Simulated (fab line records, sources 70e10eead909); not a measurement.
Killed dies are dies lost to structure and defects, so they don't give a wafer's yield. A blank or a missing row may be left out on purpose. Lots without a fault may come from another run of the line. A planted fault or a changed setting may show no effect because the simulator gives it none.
Chamber matching | flow nand_harc | NHARC_A_STAIRCASE_CMP_472 on cmp-02: 4 sister chambers
The step polishes SiO2. 8 wafers are shown with their chamber, then 11 later ones without.

WAFERS WITH THEIR CHAMBER
wafer  | chamber | motor_current_A (A)
L081.1 | 0       | 12.4
L081.4 | 3       | 14.2
L081.5 | 2       | 11.6
L083.3 | 0       | 11.8
L088.4 | 1       | 12.3
L088.5 | 1       | 12.4
L088.6 | 2       | 11.3
L090.3 | 3       | 15.2

WAFERS WITHOUT THEIR CHAMBER
wafer  | motor_current_A (A)
L090.4 | 12.4
L090.5 | 14.7
L091.1 | 11.8
L091.4 | 11.3
L091.5 | 11.1
L091.2 | 15.1
L091.3 | 12.4
L091.6 | 11.0
L096.1 | 11.8
L096.2 | 15.1
L096.5 | 11.9

WHICH CHAMBER EACH WENT THROUGH
wafer  | from the rows above          | in truth
L090.4 | can't be placed: 1 or 0      | 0
L090.5 | 3                            | 3
L091.1 | can't be placed: 0 or 2 or 1 | 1
L091.4 | can't be placed: 2 or 0      | 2
L091.5 | can't be placed: 2 or 0      | 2
L091.2 | 3                            | 3
L091.3 | can't be placed: 1 or 0      | 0
L091.6 | can't be placed: 2 or 0      | 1
L096.1 | can't be placed: 0 or 2 or 1 | 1
L096.2 | 3                            | 3
L096.5 | can't be placed: 0 or 1 or 2 | 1
Placed correctly: 3 of 11. Can't be placed from these rows: 8 (the true chamber is among the candidates in 7). Placed wrongly: 0.
How it was worked out, from the rows above alone: a wafer's distance from a chamber is the root of the sum, over the readings, of the square of ((its reading less the chamber's mean) divided by the reading's scatter). The wafer belongs to the nearest chamber; if the next one is less than 2 further off, it can't be placed. A chamber's mean is the mean of its shown wafers. The scatter: the root of (the sum of the squares of (reading less its chamber's mean) over the shown wafers, divided by (wafers less chambers)).
